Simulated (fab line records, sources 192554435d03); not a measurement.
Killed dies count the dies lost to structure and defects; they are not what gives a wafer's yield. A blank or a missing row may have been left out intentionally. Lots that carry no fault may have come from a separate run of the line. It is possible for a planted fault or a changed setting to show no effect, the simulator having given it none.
fab line records ; flow n5Finfet
record: lots: 5; wafers: 15; lastDay: 19
route steps=1938 shown BEOL_M4@1099 BEOL_M5@1112 BEOL_M6@1253 PASSIVATION@1936
lots untouched by any fault: they come from a run of this same line in which no faults occurred
startH: hours from the record's first day to the start of the lot's first wafer shown ; waitH: time in hours since the lot's previous step ; " the same as in the row above ; L1.1+2: one row covering several wafers at once ; - no value present, or no start provided ; * or withheld: withheld ; < > ~ a bound
route shown NAME@n: a module of which the file shows steps, and the number in the route of the first ; usual: mean/standard deviation of fault-free wafers ; same: alike in all rows ; chamber/n: place in a boat ; sites: per-site readings ; _std_site: the values' standard deviation ; _edge_site: the outer-site mean with the inner-site mean subtracted ; radiusMm: how far each site lies from the wafer's centre ; mask NAME#n: copy n ; behind: the tool/chamber that last shaped the wafer ; hold: why the lot was held/for how many hours/how that ended ; device: the n, p or np transistor that did not switch ; end of line: the tests these same wafers got at the end of their route ; where a step has no rows: the recipe by itself ; killed: not the wafer's yield, but the dies lost to structure and defects at the first sort ; map: dies across one wafer; x = killed, . = not, _ = none there
set.NAME: the setting as run; set.NAME@STEP: as run at that earlier step ; model.NAME: the simulator's own value behind a step, which no gauge read
lots at some steps of the route; a table a step, a row a wafer
services: the hour from which a tool's chamber was out of use, counted from the record's first day as startH (under 0 if before that day), plus the number of hours and why
== steps ==
step: N5_BEOL_M4_ANNEAL_95
recipe: tempC: 400; timeS: 240; ambient: vacuum
step: N5_BEOL_M4_SPUTTER_96
recipe: material: Cu; targetThkA: 45; tempC: -20; chamberPressurePa: 0.07; powerW: withheld; timeS: 8.29
step: N5_BEOL_M4_ECD_50
recipe: material: Cu; targetThkA: 3000
step: N5_BEOL_M4_ANNEAL_51
recipe: tempC: 225; timeS: 90; ambient: N2
step: N5_BEOL_M4_CMP_52
recipe: stopOn: SiOC; tOverpolishS: 6.8; downForcePsi: 1; platenRpm: 50; clearingPlatenDownForcePsi: 1.5; clearingPlatenRpm: 50; postCmpClean: cuAlkaline; targetThkNm: 40; clearingPlatenPadVelocityMS: 0.99484; padVelocityMS: 0.99484
step: N5_BEOL_M4_PRE_CLEAN_60
recipe: gas: NH3/H2; timeS: 15; tempC: *; rfPowerW: 300
step: N5_BEOL_M4_CO_CAP_55
recipe: material: Co; targetThkA: 20; tempC: 200; precursor: CCTBA/H2; pressureTorr: 30; timeS: 102.1
step: N5_BEOL_M4_PRE_CLEAN_56
recipe: gas: NH3; timeS: 15; tempC: withheld; rfPowerW: 300
step: N5_BEOL_M4_DEP_57
recipe: material: SiCN; targetThkA: 80; tempC: withheld; precursor: 3MS/NH3; pressureTorr: 3; rfW: 202; timeS: 14
step: N5_BEOL_M4_RC_MEAS_101
usual: DIBL_N: 36.6/1.9; DIBL_P: 36.7/2.2; IOFF_N: 0.16/0.035; IOFF_P: 0.22/0.038; ION_N: 672/14; ION_P: 462/8.3; SS_N: 71.6/0.65; SS_P: 73.5/0.72; VT_N: 250/3.5; VT_P: -250/3.1
lot.wafer;tool;chamber;startH;waitH;DIBL_N[mV/V];DIBL_P[mV/V];IOFF_N[nA/um];IOFF_P[nA/um];ION_N[uA/um];ION_P[uA/um];SS_N[mV/dec];SS_P[mV/dec];VT_N[mV];VT_P[mV]
L332.1;prober-01;0;203.02;0.0;35.1;34.5;0.13;0.21;656;468;70.6;73.1;254;-248
L332.3;prober-01;0;203.02;0.0;36.3;36.1;0.15;0.23;659;457;70.9;73.7;251;-249
L332.4;prober-01;0;203.02;0.0;35.1;35.1;0.13;0.21;661;465;71.3;73.3;254;-249
L336.3;prober-02;0;208.00;0.3;33.2;32.8;0.11;0.14;642;438;70.5;72.1;260;-257
L336.4;prober-02;0;208.00;0.3;37.0;37.2;0.17;0.20;656;449;71.0;73.1;250;-254
L336.5;prober-02;0;208.00;0.3;34.8;35.1;0.12;0.17;637;447;70.9;73.4;259;-257
L350.2;prober-02;0;301.75;0.2;36.4;35.5;0.15;0.19;677;462;71.3;73.3;253;-254
L350.4;prober-02;0;301.75;0.2;40.1;40.6;0.25;0.28;683;460;72.1;74.9;243;-248
L350.6;prober-02;0;301.75;0.2;38.5;37.8;0.19;0.21;700;470;72.1;74.3;247;-253
L352.3;prober-01;0;319.41;0.3;37.1;38.1;0.17;0.23;690;473;71.7;74.3;249;-248
L352.4;prober-01;0;319.41;0.3;38.6;38.7;0.18;0.24;666;459;72.2;74.4;252;-248
L352.6;prober-01;0;319.41;0.3;37.3;36.9;0.15;0.21;660;452;71.0;74.1;254;-250
L354.1;prober-02;0;319.66;0.0;36.6;36.0;0.16;0.23;682;472;71.7;72.4;248;-246
L354.4;prober-02;0;319.66;0.0;36.7;35.6;0.17;0.23;688;464;71.3;73.1;247;-248
L354.5;prober-02;0;319.66;0.0;37.7;38.1;0.19;0.28;692;478;71.9;73.1;246;-244
step: N5_BEOL_M5_ILD_DEP_00
recipe: material: SiCOH_lowk; targetThkA: 1406.4; tempC: 300; precursor: DEMS/porogen; pressureTorr: 5; rfW: 500; timeS: 25.9
step: N5_BEOL_M5_CURE_79
recipe: tempC: 385; timeS: 240; ambient: He/Ar; material: SiCOH_lowk
step: N5_BEOL_M5_PECVD_70
recipe: material: SiO2; targetThkA: 160; tempC: 400; precursor: TEOS/O2; pressureTorr: 5.5; rfW: 450; teosFlowSccm: 53.8; gas: O2; flowSccm: 3000; timeS: 18
step: N5_BEOL_M5_HM_DEP_02
recipe: material: TiN; targetThkA: 200; tempC: 25; chamberPressurePa: 0.49996
step: N5_BEOL_M5_COAT_59
recipe: resist: SOC; tempC: 250; timeS: 60; spinRpm: 1500; resistThkNm: 60
step: N5_BEOL_M5_COAT_60
recipe: resist: SiARC; tempC: 220; timeS: 60; spinRpm: 1500; resistThkNm: 12
step: N5_BEOL_M5_COAT_71
recipe: resist: underlayer; tempC: 205; timeS: 60; spinRpm: 1500; resistThkNm: 5
step: N5_BEOL_M5_COAT_05
recipe: resist: CAR-EUV; spinRpm: 1500; resistThkNm: 30
step: N5_BEOL_M5_EBR_07
recipe: solvent: PGMEA; ebrWidthMm: 1.5
step: N5_BEOL_M5_SOFTBAKE_06
recipe: tempC: 110; timeS: 60; resist: CAR-EUV
step: N5_BEOL_M5_EXPOSE_08
recipe: maskId: M5; na: 0.33; sourceShape: annular; sigmaInner: 0.4; sigmaOuter: 0.8; polarization: unpolarized; targetCdNm: 28; doseMj: 35.75
step: N5_BEOL_M5_PEB_09
recipe: pebTempC: 100; pebTimeS: 60; resist: CAR-EUV
step: N5_BEOL_M5_DEVELOP_10
recipe: developTimeS: 30; developer: TMAH; resist: CAR-EUV; rinseLiquid: surfactantRinse; dry: airSpin; devTempC: 23
step: N5_BEOL_M5_DESCUM_16
recipe: chemistry: O2; timeS: 7; sourcePowerW: 50; biasPowerW: 20; pressureMtorr: 20; rfFrequencyHz: 2.712e+07; tempC: 40; resist: CAR-EUV; o2FlowSccm: 225
step: N5_BEOL_M5_ETCH_72
recipe: chemistry: N2/H2; target: underlayer; targetDepthA: 65; maskMaterial: CAR-EUV; timeS: 5.2; ionEnergyEv: 200; pressureMtorr: 30; sourceW: 840; biasW: 150; n2FlowSccm: 200; h2FlowSccm: 200; ends: cleared
step: N5_BEOL_M5_ETCH_61
recipe: chemistry: CF4; target: SiARC; targetDepthA: 156; maskMaterial: CAR-EUV; timeS: 26; ionEnergyEv: 80; pressureMtorr: 40; sourceW: 545; biasW: 36; Ar_flow_sccm: 100; cf4FlowSccm: 100; ends: cleared
step: N5_BEOL_M5_ETCH_62
recipe: chemistry: N2/H2; target: SOC; targetDepthA: 750; overetchA: 150; maskMaterial: SiARC; tempC: 40; timeS: 112.5; ionEnergyEv: 200; pressureMtorr: 30; sourceW: 840; biasW: 150; n2FlowSccm: 200; h2FlowSccm: 200
step: N5_BEOL_M5_STRIP_63
recipe: chemistry: N2/H2; tempC: 40; n2FlowSccm: 200; h2FlowSccm: 200; rfFrequencyHz: 6e+07
step: N5_BEOL_M5_STRIP_73
recipe: chemistry: N2/H2; tempC: 40; n2FlowSccm: 200; h2FlowSccm: 200; rfFrequencyHz: 6e+07
step: N5_BEOL_M5_STRIP_64
recipe: chemistry: CF4; resist: SiARC; powerW: 300; biasPowerW: 75; pressureMtorr: 50; cf4FlowSccm: 150; rfFrequencyHz: 6e+07
step: N5_BEOL_M5_HM_OPEN_17
recipe: chemistry: Cl2/BCl3; targetDepthA: 200; overetchA: 60; target: TiN; maskMaterial: SOC; ionEnergyEv: 150; pressureMtorr: 10; icpW: 1000; biasW: 126; Cl2_flow_sccm: 53.25; bcl3FlowSccm: 21.75; Ar_flow_sccm: 25
step: N5_BEOL_M5_STRIP_19
recipe: chemistry: O2; powerW: 400; tempC: 40; pressureMtorr: 30; rfFrequencyHz: 6e+07; biasPowerW: 0; overashFraction: 0.2; o2FlowSccm: 225
step: N5_BEOL_M5_COAT_65
recipe: resist: SOC; tempC: 250; timeS: 60; spinRpm: 1500; resistThkNm: 60
step: N5_BEOL_M5_COAT_66
recipe: resist: SiARC; tempC: 220; timeS: 60; spinRpm: 1500; resistThkNm: 12
step: N5_BEOL_M6_CVD_78
recipe: material: Co; targetThkA: 20; tempC: withheld; precursor: CCTBA/H2; pressureTorr: 30; timeS: 142.3
usual: chamberPressureTorr: 30.00/0.062; runLengthS: 164.9/0.41
lot.wafer;tool;chamber;startH;waitH;chamberPressureTorr;runLengthS
L332.1;cvdCo-01;2;223.72;0.3;30.01;165.3
L332.3;cvdCo-01;1;223.72;0.3;30.01;165.0
L332.4;cvdCo-01;1;223.72;0.3;29.99;165.1
L336.3;cvdCo-01;1;227.55;0.0;30.04;165.4
L336.4;cvdCo-01;0;227.55;0.0;30.04;165.1
L336.5;cvdCo-01;1;227.55;0.0;29.97;164.8
L350.2;cvdCo-01;2;323.87;0.0;-;-
L350.4;cvdCo-01;2;323.87;0.0;-;-
L350.6;cvdCo-01;0;323.87;0.0;-;-
L352.3;cvdCo-02;1;353.60;0.1;-;-
L352.4;cvdCo-02;1;353.60;0.1;-;-
L352.6;cvdCo-02;2;353.60;0.1;-;-
L354.1;cvdCo-02;0;354.37;0.2;-;-
L354.4;cvdCo-02;0;354.37;0.2;-;-
L354.5;cvdCo-02;2;354.37;0.2;-;-
step: N5_BEOL_M6_CMP_52
recipe: stopOn: SiCOH_lowk; tOverpolishS: 6.9; downForcePsi: 1; platenRpm: 50; clearingPlatenDownForcePsi: 1.5; clearingPlatenRpm: 50; postCmpClean: cuAlkaline; targetThkNm: 80; clearingPlatenPadVelocityMS: 0.99484; padVelocityMS: 0.99484
usual: barrierFieldEndpointS: 28.8/0.61; headPressurePsi: 0.9997/0.0023; motorCurrentA: 6.2/0.61; padLifeWafers: 1145/530; slurryFilterDpKPa: 13.50/0.14
lot.wafer;tool;chamber;startH;waitH;barrierFieldEndpointS;headPressurePsi;motorCurrentA;padLifeWafers;slurryFilterDpKPa
L332.3;cmp-02;1;224.69;0.2;28.4;0.9956;5.8;234;13.43
L332.1;cmp-02;2;224.69;0.2;28.0;0.9969;6.1;235;13.35
L332.4;cmp-02;3;224.69;0.2;28.1;0.9972;7.2;236;13.44
L336.3;cmp-02;2;228.55;0.2;28.3;0.9991;5.7;258;13.53
L336.4;cmp-02;3;228.55;0.2;28.4;1.0010;7.0;259;13.34
L336.5;cmp-02;2;228.55;0.2;28.2;0.9988;5.7;-;13.32
L350.2;cmp-03;3;324.59;0.2;26.8;0.9998;5.9;2017;13.30
L350.4;cmp-03;0;324.59;0.2;27.2;1.0017;7.0;2018;13.72
L350.6;cmp-03;2;324.59;0.2;26.0;1.0003;6.3;-;13.30
L352.4;cmp-03;3;354.63;0.2;26.6;1.0008;5.8;2137;13.53
L352.3;cmp-03;0;354.63;0.2;26.4;0.9959;6.5;2138;13.48
L352.6;cmp-03;3;354.63;0.2;26.2;1.0011;5.6;-;13.62
L354.4;cmp-04;2;355.13;0.1;27.6;1.0007;5.8;1542;13.39
L354.1;cmp-04;0;355.13;0.1;25.7;1.0004;4.8;1544;13.56
L354.5;cmp-04;3;355.13;0.1;26.1;0.9979;6.3;-;13.41
step: N5_PASSIVATION_PROBE_49
usual: defectLimitedYield: 91.6/1.4; killed_at_M0_to_M3: 35/10; killed_at_M4_up: 13/4.8; killedAtContacts: 12/7.2; killedAtFrontEnd: 36/12; killedAtOther: 4/3.1; killedDies: 100/17; killedOnRim: 13/4.2; killedOpen: 66/13; killedShort: 32/7.3; sort_bin_5_function: 5.0/0.94; sort_bin_6_memory: 3.1/0.67; sort_bin_8_speed: 0.01/0.047; sortNPass: 1080/17; sortYieldPct: 91.6/1.4
same: grossDies: 1180; killedAtBackSide: 0; sort_bin_4_leakage[%]: 0
lot.wafer;tool;chamber;startH;waitH;defectLimitedYield[%];killed_at_M0_to_M3;killed_at_M4_up;killedAtContacts;killedAtFrontEnd;killedAtOther;killedDies;killedOnRim;killedOpen;killedShort;sort_bin_5_function[%];sort_bin_6_memory[%];sort_bin_8_speed[%];sortNPass;sortYieldPct[%]
L332.1;prober-01;-;317.19;0.0;90.3;35;12;15;50;3;115;17;76;39;5.3;4.1;0;1065;90.3
L332.3;prober-01;-;317.29;0.1;90.8;48;12;23;25;0;108;12;71;37;5.8;3.1;0;1072;90.8
L332.4;prober-01;-;317.34;0.2;92.5;32;8;13;33;2;88;9;56;32;4.9;2.0;0;1092;92.5
L336.3;prober-02;-;322.94;0.1;89.9;34;8;36;37;4;119;20;92;27;5.5;4.4;0.42;1056;89.5
L336.4;prober-02;-;322.99;0.2;89.4;30;4;29;59;3;125;21;81;43;5.8;4.2;0;1055;89.4
L336.5;prober-02;-;323.04;0.2;86.9;42;6;38;59;9;154;21;107;45;8.2;4.6;0.08;1026;86.9
L350.2;prober-02;-;428.03;0.1;11.3;38;983;4;21;1;1047;102;54;19;77.6;10.8;0;133;11.3
L350.4;prober-02;-;428.13;0.2;12.3;16;974;7;33;5;1035;99;46;26;75.7;11.8;0;145;12.3
L350.6;prober-02;-;428.23;0.3;13.1;38;960;7;19;2;1026;151;56;21;73.3;13.5;0;154;13.1
L352.3;prober-02;-;438.64;0.1;13.3;18;981;3;17;4;1023;151;29;19;74.8;11.5;0;157;13.3
L352.4;prober-02;-;438.69;0.2;12.7;31;967;10;21;1;1030;151;56;24;75.0;12.2;0;150;12.7
L352.6;prober-02;-;438.79;0.3;12.7;19;983;10;16;2;1030;150;34;19;74.0;13.2;0;150;12.7
L354.1;prober-01;-;446.15;0.0;11.1;66;952;9;19;3;1049;105;87;24;75.4;13.3;0;131;11.1
L354.4;prober-01;-;446.30;0.2;11.9;26;978;2;31;3;1040;112;48;25;75.8;11.9;0;140;11.9
L354.5;prober-01;-;446.35;0.2;13.8;30;928;6;48;5;1017;150;68;38;73.0;13.1;0;163;13.8
killed by level:class
L332.1 MOL_CONTACT_COAG:geometricParticle:open=14 FIN_SAQP:geometricParticle:short=11 FIN_SAQP:geometricParticle:open=9 BEOL_M1:geometricParticle:open=9 GATE_CUT:geometricParticle:short=8 BEOL_M0_SAQP:geometricParticle:open=8 BEOL_M4:geometricParticle:open=8 DUMMY_GATE:geometricParticle:open=5
L332.3 MOL_CONTACT_COAG:geometricParticle:open=20 BEOL_M1:geometricParticle:open=15 BEOL_M2:geometricParticle:open=9 BEOL_M0_SAQP:geometricParticle:open=7 FIN_SAQP:geometricParticle:short=5 BEOL_M0_SAQP:geometricParticle:short=5 DUMMY_GATE:geometricParticle:open=4 BEOL_M5:geometricParticle:short=4
L332.4 MOL_CONTACT_COAG:geometricParticle:open=12 BEOL_M0_SAQP:geometricParticle:open=11 FIN_SAQP:geometricParticle:short=8 FIN_SAQP:geometricParticle:open=8 BEOL_M0_SAQP:geometricParticle:short=6 BEOL_M1:geometricParticle:open=6 STI_FIN_REVEAL:geometricParticle:open=4 BEOL_M2:geometricParticle:open=4
L336.3 MOL_CONTACT_COAG:geometricParticle:open=30 STI_FIN_REVEAL:geometricParticle:open=10 BEOL_M0_SAQP:geometricParticle:open=9 FIN_SAQP:geometricParticle:open=8 BEOL_M0_SAQP:geometricParticle:short=7 MOL_CONTACT_COAG:geometricParticle:short=6 BEOL_M0:geometricParticle:open=6 BEOL_M2:geometricParticle:open=6
L336.4 MOL_CONTACT_COAG:geometricParticle:open=25 FIN_SAQP:geometricParticle:open=12 GATE_CUT:geometricParticle:short=10 BEOL_M0_SAQP:geometricParticle:open=8 FIN_SAQP:geometricParticle:short=7 STI_FIN_REVEAL:geometricParticle:open=7 BEOL_M0_SAQP:geometricParticle:short=7 ILD0:geometricParticle:open=5
L336.5 MOL_CONTACT_COAG:geometricParticle:open=29 BEOL_M0_SAQP:geometricParticle:open=16 STI_FIN_REVEAL:geometricParticle:open=15 FIN_SAQP:geometricParticle:short=14 FIN_SAQP:geometricParticle:open=12 MOL_CONTACT_COAG:geometricParticle:short=9 BEOL_M3:geometricParticle:open=7 BEOL_M2:geometricParticle:open=7
L350.2 BEOL_M6:areaCvd=643 BEOL_M6:interfaceVoidOpened=330 BEOL_M2:geometricParticle:open=12 BEOL_M3:geometricParticle:open=10 STI_FIN_REVEAL:geometricParticle:open=5 BEOL_M0_SAQP:geometricParticle:short=5 MOL_CONTACT_COAG:geometricParticle:open=4 STARTING-WAFER:geometricParticle:open=4
L350.4 BEOL_M6:areaCvd=621 BEOL_M6:interfaceVoidOpened=342 STI_FIN_REVEAL:geometricParticle:open=12 MOL_CONTACT_COAG:geometricParticle:open=6 STI_FIN_REVEAL:geometricParticle:short=5 BEOL_M5:geometricParticle:open=4 FIN_SAQP:geometricParticle:open=3 DUMMY_GATE:geometricParticle:open=3
L350.6 BEOL_M6:areaCvd=584 BEOL_M6:interfaceVoidOpened=364 BEOL_M2:geometricParticle:open=14 BEOL_M2:geometricParticle:short=6 BEOL_M0_SAQP:geometricParticle:open=6 BEOL_M3:geometricParticle:open=6 FIN_SAQP:geometricParticle:open=5 MOL_CONTACT_COAG:geometricParticle:open=5
L352.3 BEOL_M6:areaCvd=627 BEOL_M6:interfaceVoidOpened=347 BEOL_M2:geometricParticle:open=11 FIN_SAQP:geometricParticle:short=5 GATE_CUT:geometricParticle:short=3 MOL_CONTACT_COAG:geometricParticle:open=3 STI_FIN_REVEAL:geometricParticle:open=2 BEOL_M0_SAQP:geometricParticle:short=2
L352.4 BEOL_M6:areaCvd=608 BEOL_M6:interfaceVoidOpened=342 MOL_CONTACT_COAG:geometricParticle:open=9 FIN_SAQP:geometricParticle:short=8 FIN_SAQP:geometricParticle:open=6 BEOL_M1:geometricParticle:open=6 BEOL_M0_SAQP:geometricParticle:short=5 BEOL_M0_SAQP:geometricParticle:open=5
L352.6 BEOL_M6:areaCvd=629 BEOL_M6:interfaceVoidOpened=348 STI_FIN_REVEAL:geometricParticle:open=6 MOL_CONTACT_COAG:geometricParticle:open=6 BEOL_M0_SAQP:geometricParticle:open=6 BEOL_M0_SAQP:geometricParticle:short=6 FIN_SAQP:geometricParticle:short=4 MOL_CONTACT_COAG:geometricParticle:short=4
L354.1 BEOL_M6:areaCvd=569 BEOL_M6:interfaceVoidOpened=369 BEOL_M1:geometricParticle:open=31 BEOL_M0_SAQP:geometricParticle:short=9 BEOL_M3:geometricParticle:open=9 MOL_CONTACT_COAG:geometricParticle:open=7 FIN_SAQP:geometricParticle:open=6 BEOL_M0_SAQP:geometricParticle:open=6
L354.4 BEOL_M6:areaCvd=633 BEOL_M6:interfaceVoidOpened=334 STI_FIN_REVEAL:geometricParticle:open=7 BEOL_M1:geometricParticle:open=7 FIN_SAQP:geometricParticle:short=6 BEOL_M2:geometricParticle:open=5 GATE_CUT:geometricParticle:open=4 BEOL_M0_SAQP:geometricParticle:short=4
L354.5 BEOL_M6:areaCvd=585 BEOL_M6:interfaceVoidOpened=325 BEOL_M4:geometricParticle:open=13 FIN_SAQP:geometricParticle:short=10 BEOL_M1:geometricParticle:open=9 STI_FIN_REVEAL:geometricParticle:open=8 FIN_SAQP:geometricParticle:open=6 BEOL_M2:geometricParticle:open=6
map L350.2 (x killed, . not)
_________________xxxxxx..xxx.________________
______________.xxx.xxxxxxx..xxx._____________
___________xxxxxx.xxxxx.xxxxx.xxxxx__________
__________xxxxxxx.xxxxxxxxxxxxxxx.x._________
________x.xxxxx.xx.xxxxxxxxxxxxxxxxxxx_______
_______..xxxxxxxxxxxxxxxxxxxxxxxx.x.x..______
______x.x.xxxxxxxxxxxxxxxxxxxxxxxxxxxx.x_____
_____xxxxxx.xxxxxxxxxxxxxxxxxxxxxxxxx.x..____
____xxxx.xxxxx.xx.xxxxxxxxxxxxx.xxxx.xxxxx___
___..xxxxxxxxxxxxxxxxxxxxxxxxxxxxxxxxxxxxxx__
___xxxxxxxxxxxxxxxxxxxxxxxxxxxxxxxxxxxxxxxx__
__x.xxxxxxxxxxxxxxxxxxxxxxxxxxxxx.xxxxxxxxxx_
__xxxxxxxxxxxxxxxxxxxxxxxxxxxxxxxxxxxxxxxxxx_
_xxxxxxxxxxxxxxxxxxxxxxxxxxxxxxxxxxxxxxxxxxxx
_xx.xxxxxxxxxxxxxxxxxxxxxxxxxxxxxxxxxxxxxxxx.
_x.x.x.xxxxxxxxxxxxxxxxxxxxxxxxxxxx.xxxxxxxx.
_xx.xxxxxx.xxxxxxxxxxxxxxxxxxxxxxxxxxxxxxx.x.
_xxxxx..xxxxxxxxxxxxxxxxxxxxxxxxxxxxxxxxxxxx.
_x.xxxxxxxxxxxxxxxxxxxxxxxxxxxxxxxxxxxxxx.xx.
_xxxxxxxxx..xxxxxxxxxxxxxxxxxxxxxxxxxxxxxxxxx
_.x.xxxxxxxxxxxxxxxxxxxxxxxxxxxxxxxxxxx.xxx..
__..x.xx.xxxxxxxxxx.xxxxxxxxxxxxxxxxxxxx.xxx_
__x.xxxxxxxxxxxxxxxxxxxxxxxxxxxxxx.xxxxxxxxx_
___xxxxxxxxxxxxxxxxxxxxxxxxxxxxxxxxxxxx.xx.__
___...xxxxx.xx.xxxxxxxxxxxxxxxxxxxx.x.x.x.x__
____.x.xxxx.xxxxxxxxxxxxxxxxxxxxxxxxxxxxx.___
_____.xx.xxxxxxxxx.xxxxxxxx.xxxxx.xxx.x.x____
______xxxx.xxxxxxxxxxx.xxxxxxxxxxxxxxxxx_____
_______x.xxxxxxxx.x.xxxxxxxxxxxxxx.xx.x______
________xx.xxx.xxx.xxxxxx.xxx..xx....x_______
__________xxx.xx.xxxxxxxxxxx.x..x..x_________
___________x..xxxxxx.xxxx.x.xx.xxx.__________
______________.x.x.xxxx..x.xxxxx_____________
_________________x.xxx.x.xxxx________________
map L352.4 (x killed, . not)
_________________xxxxxx.xxxxx________________
______________xxxxxxxxxxxxxxxxxx_____________
___________xxxxxxxxxxxxxxxxxxxxxxxx__________
__________xxxxxxxxxxxxx...xxxxxxxxxx_________
________xxxxxxxxxxxxxxxxxxxxxxxxxxxxxx_______
_______xxxxxxxxx..xxxx.xx.x.xxxxxxxxxxx______
______xxxxxxxxxx.xxx.xx..xxxxxxxxxxxx.xx_____
_____xxxxxxxxxxxxxx.xxxxx.x.xxx.xxxxxxxxx____
____xxxxxxxx.xxxxxxx...xxxxxxxx.xxx.xxxxxx___
___xxxxxxxxxxx.xx.x.x.x.x....xx.xxxxxxxxxxx__
___xxxxxxxxxxx.xxxxxx.x.xxxxx.xxxxxxxxxxxxx__
__xxxxxxxxxxxxxxxx.xxx.xxx..xxxxxxxx.xx.x.xx_
__xxxxxxxx...x.xx..x..x.......x.xx.xxxxxxxxx_
_xxxxxxxxxxxxxxx.xx.x.xx..x.xx.xxxxxxx.xxxxxx
_xxxxxxxxxxx..xx.xxx.xx.x..xxxxxx.xxxxx.xxxxx
_xxxxxxx.xxxxx.x.x.x....xxxx..xxxxxxxxxxxx.xx
_xxxxxxxx.xxxxx.xx.xxxx.xx..xxxxxxxxxxxxxxxxx
_xxxxxxxxxxxxxx.x...xx.xxx.x.xxxxxxxxxx.xxxxx
_xxxxxxxx.xxxxxxxxx.xxx.x..x.x.x.xxxxxxxxxxxx
_xxxxxxxxxxx.xxxxx.xxxxxxxx.x.xxxxxxxxxxxxxxx
_xxxxxxxxxxxxxxxx..xxxxxx.xxx.xxxxxxxxxxxxxxx
__xxxxxxxxxxxxx..xxx.x.xx.xxx...xx.xxxxxxxxx_
__xxx.xxxx.xxxxxxxxx.xxxx.xxxxxxxxxxxxxxxxxx_
___xxxxxxxxxxxxxxx..xxxxxxxx.x.x.xx.xxxxxxx__
___xxxxxxxxxxxxx.xx.x.xxxx.xxxxxx.xxxxxxxxx__
____xxxxxxxxxxxxxxx.xxxxxxxxxxxxxxx.xxxxxx___
_____xxxxxxxxxxx.xxxxxxxxxxx.xxxx.xxxxxxx____
______xxxxxxxxxxxxxxxxxxxxxxxxxxxxxxxxxx_____
_______xxxxxxxxxxxxxxxxxx.xxxxxxxxxxxxx______
________xxxxxxxxxxxxxxxxxxxxxxxxxxxxxx_______
__________xxxxxxxxxxxxxxxxxxxxxxxxxx_________
___________xxxxxxxxxxxxxxxxxxxxxxxx__________
______________xxxxxxxxxxxxxxxxxx_____________
_________________xxxxxxxxxxxx________________
== services ==
tool;chamber;startH;hours;kind
cmp-03;-;200.62;13.4;pm
cvdCo-02;-;214.02;0.4;repair
cmp-03;-;237.49;1.0;repair
cmp-03;-;240.40;3.9;pm
cmp-03;-;250.66;1.3;repair
cvdCo-01;2;254.90;3.5;repair
cvdCo-02;-;255.23;0.4;repair
cmp-03;-;275.55;2.8;repair
cmp-04;-;296.05;0.3;repair
cvdCo-02;-;305.78;6.9;pm
cmp-03;-;311.47;1.6;repair
cmp-04;-;315.94;0.9;repair
cmp-02;-;319.88;12.0;pm
cvdCo-01;-;321.62;1.0;repair
cmp-04;-;322.00;0.2;repair
cmp-03;-;326.61;2.4;repair
cmp-03;-;329.16;4.2;pm
cvdCo-01;1;333.33;-;clean
cvdCo-01;1;333.33;22.0;scheduledDown
cvdCo-01;1;333.33;22.0;ventCycle
cmp-03;-;335.83;2.4;repair
cmp-02;-;347.14;1.0;repair
cmp-02;-;350.49;4.9;pm
== key ==
firstSign: step: N5_BEOL_M6_CVD_78; reading: toolRecord; direction: missing
effect: step: N5_BEOL_M6_CMP_52; reading: barrierFieldEndpointS; direction: down; sigmas: 3.8; usual: 28.8; struck: 26.5
effect: step: N5_PASSIVATION_PROBE_49; reading: killed_at_M4_up; direction: up; sigmas: 99+; usual: 13; struck: 967
moreKillsBornAt: N5_BEOL_M6_CVD_78@cvdCo-02: 3651; N5_BEOL_M6_CVD_78@cvdCo-01: 1848
metAt N5_BEOL_M6_CVD_78
struckWafers L350.2,L350.4,L350.6,L352.3,L352.4,L352.6,L354.1,L354.4,L354.5
laterRowsLeftOut L350.2,L350.4,L350.6,L352.3,L352.4,L352.6,L354.1,L354.4,L354.5
onsetBetween 227.55 323.87
fault: kind: skippedStepWhole; tool: cvdCo-01,cvdCo-02; chamber: -; onsetH: 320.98; steps: N5_BEOL_M6_CVD_78; scope: struckLotsOnly
laterRowsLeftOut: the simulator's readings of these wafers behind a module that went badly wrong aren't trusted and aren't shown, but for the sort
